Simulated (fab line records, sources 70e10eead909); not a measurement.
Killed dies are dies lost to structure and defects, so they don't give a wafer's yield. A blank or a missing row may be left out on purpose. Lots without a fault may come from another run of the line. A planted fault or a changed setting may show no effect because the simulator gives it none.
Problem report in the 8D (eight disciplines) form, filled by code | flow nand_harc | the parts of the form that need people (team, actions taken, sign-off) are left out

1. THE PROBLEM
killed_at_periphery at NHARC_END_SORT_01 reads a mean of 58.0 on 2 wafers of 1 lot; wafers without a fault read 2.9 with a standard deviation of 2. That is +28 standard deviations from the usual mean.
First seen on wafer L522.1, day 21 01:56, on prober-02. The record holds 38 wafers of 13 lots with a number at this step. Rule for "out", or "out of limits": more than 4 standard deviations from the usual mean. The other wafers with a number count as sound.

2. WHAT IT IS AND WHAT IT IS NOT
question                    | is                               | is not
which readings at this step | killed_at_periphery, killed_dies | killed_at_array, killed_at_other, killed_open, killed_short
which lots                  | L522                             | L515, L516, L517, L518, L520, L526, L527, L528, L531, L533, L536, L537
which wafers of those lots  | all that have a number           | -
read on which gauges        | prober-02                        | prober-01
when                        | from day 21 01:56                | up to then (15 sound wafers); but 21 sound wafers of L526, L527, L528, L531, L533, L536, L537 came after

3. SUSPECTS, AND WHAT RULES EACH OUT
Counting: a tool at a process step up to the reading stays a suspect if it ran every lot that is out and no sound lot after the first of them.
- the gauge at NHARC_END_SORT_01: kept. All the wafers that are out were read on prober-02, and no step on other tools shows them out.
- plasma_asher-01 at NHARC_P_GATE_STRIP_95 (strips in O2): ruled out as a lasting fault. Sound lots L526, L528, L527, L533, L536 ran on it after its first lot that is out, L522 (day 7 04:22).
- wet_bench-01 at NHARC_P_GATE_STRIP_96 (strips in SPM, time 900 s): kept. It ran the lot that is out, L522 (day 7 04:35), and no sound lot after that; its last sound lot up to then is L520 (day 6 09:29).
- rtp_anneal-02 at NHARC_P_GATE_RTA_82 (time 30 s): ruled out as a lasting fault. Sound lots L531, L536 ran on it after its first lot that is out, L522 (day 7 06:01).
- pecvd-03 at NHARC_P_CONTACT_DEP_00 (deposits SiO2, target thk 500 nm): ruled out as a lasting fault. Sound lots L527, L536 ran on it after its first lot that is out, L522 (day 21 01:56). NHARC_P_CONTACT_DEP_00 gives no start for some lots, so the hours and the order of its lots are those of NHARC_END_SORT_01.
Left after counting: wet_bench-01 at NHARC_P_GATE_STRIP_96, prober-02 at NHARC_END_SORT_01.

4. THE CAUSE (what the simulator had put in)
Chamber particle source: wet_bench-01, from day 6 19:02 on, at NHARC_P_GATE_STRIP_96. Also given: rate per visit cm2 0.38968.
Counting left 2 suspects, and this tool is among them.

5. THE CHAIN OF EFFECTS, in route order
Each row: a reading whose mean over the struck wafers that have a number lies more than 3 standard deviations from the usual. Only readings for which the record gives a usual standard deviation are gone through. hours: the time from each lot's start at the first step in this table that gives one to its start at this step, as a median over the lots. sigmas: the change in usual standard deviations.
hours | step              | reading             | usual | on struck wafers | change | sigmas
0     | NHARC_END_SORT_01 | killed_at_periphery | 2.9   | 58.0             | +55.1  | +28
0     | NHARC_END_SORT_01 | killed_dies         | 34    | 92               | +58    | +5.3

6. WHAT WOULD HAVE CAUGHT IT SOONER
In this record the first reading out of limits at a measuring or inspecting step was taken at day 21 01:56, 343 hours after the fault began at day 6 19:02.
Of the tool readings at NHARC_P_GATE_STRIP_96 for which the record gives a usual standard deviation, none was out on any struck wafer, so an alarm limit of 4 standard deviations on them would not have fired.
All the lots that are out (1) had begun NHARC_P_GATE_STRIP_96 on wet_bench-01 by day 21 01:56. A hold on the tool at that time would have spared none of them.
